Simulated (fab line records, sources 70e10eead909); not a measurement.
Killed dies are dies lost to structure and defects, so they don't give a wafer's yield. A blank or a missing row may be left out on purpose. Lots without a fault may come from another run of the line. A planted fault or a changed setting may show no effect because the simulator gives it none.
A struck lot beside a sound one | flow nand_harc | 14 steps out of a route of 1302
Sound: wafers L901.1, L901.3, L901.4. Struck: wafers L894.3, L894.4, L894.5. The cause comes at the end.
At each step with rows: each side's tool, then ch and its chambers, then its first start. Under that, the readings that differ: sound wafers | struck wafers | difference of the means | sigmas: that difference in standard deviations of wafers without a fault.
alike: readings whose means differ by less than 2 such deviations, and words and numbers that are the same on both sides. not compared: withheld readings, readings that some wafer has no value for, bounds like >300 that may hide the same value, and numbers for which the record gives no deviation and whose values overlap.
The two part at a step that has a row with sigmas, a row that says differs or no value, or rows on one side only. Numbers that don't overlap but have no deviation are shown without sigmas and don't part them. A reading that every wafer of one side lacks parts them only if that side has two wafers or more.

first, 7 steps without rows for these wafers: NHARC_A_CONTACT_COAT_35 (time 65 s); NHARC_A_CONTACT_COAT_36 (resist thk 90 nm); NHARC_A_CONTACT_SOFTBAKE_37 (time 55 s); NHARC_A_CONTACT_EBR_38; NHARC_A_CONTACT_EXPOSE_39 (exposes mask A CC 3); NHARC_A_CONTACT_PEB_40 (peb time 65 s); NHARC_A_CONTACT_DEVELOP_41 (develop time 35 s).
NHARC_A_CONTACT_CD_MEAS_42: target cd 300 nm.
  sound on cd_sem-02 ch 0, day 27 16:01; struck on cd_sem-01 ch 0, day 24 23:04
  alike: cd_nm
NHARC_A_CONTACT_OVL_MEAS_43:
  sound on overlay-01, day 27 16:06; struck on overlay-01, day 24 23:08
  alike: overlay_x_nm, overlay_y_nm
NHARC_A_CONTACT_INSPECT_44:
  sound on defect_inspect-02, day 27 16:08; struck on defect_inspect-01, day 24 23:11
  alike: raw_defect_count
NHARC_A_CONTACT_DESCUM_47: chemistry O2, time 3 s.
  sound on rie_diel-05 ch 1,2,3, day 27 16:12; struck on rie_diel-05 ch 1,2, day 24 23:14
  alike: drypump_motor_current_A, oes_product_au, rf_vpp_V, showerhead_plenum_p_Torr, throttle_valve_pct
  not compared: rf_hours_counter_h
NHARC_A_CONTACT_ETCH_48: etches the open film in CF4, target depth 39 nm, time 65 s.
  sound on rie_diel-05 ch 0,2,3, day 27 16:17; struck on rie_diel-05 ch 0,2,3, day 24 23:20
  alike: bias_w, cf4_flow_sccm, drypump_motor_current_A, oes_product_au, rf_vpp_V, showerhead_plenum_p_Torr, throttle_valve_pct
  not compared: rf_hours_counter_h
NHARC_A_CONTACT_ETCH_49: etches the open film in N2/H2, target depth 260 nm, time 475.3 s.
  sound on rie_diel-05 ch 0,1,3, day 27 16:22; struck on rie_diel-05 ch 1,3, day 24 23:27
  no value came back on the struck wafers for any of 8 readings (bias_w (W), chamber_pressure_mTorr (mTorr) and others); on the sound wafers bias_w (W) reads 150.2 149.7 150.3
NHARC_A_CONTACT_ETCH_50: etches the open film in CF4/CHF3, target depth 121 nm, time 60.5 s.
  sound on rie_diel-05 ch 0,1,2; struck on rie_diel-05 ch 1,2,3
  reading               | sound             | struck            | difference | sigmas
  oes_product_au (a.u.) | 0.920 0.920 0.927 | 0.958 0.957 0.978 | +0.042     | +2
  alike: bias_w, cf4_flow_sccm, drypump_motor_current_A, rf_vpp_V, showerhead_plenum_p_Torr, throttle_valve_pct
  not compared: rf_hours_counter_h

WHERE THEY PART
First at NHARC_A_CONTACT_ETCH_49; last, within this record, at NHARC_A_CONTACT_ETCH_50.

WHY: what the simulator had put in
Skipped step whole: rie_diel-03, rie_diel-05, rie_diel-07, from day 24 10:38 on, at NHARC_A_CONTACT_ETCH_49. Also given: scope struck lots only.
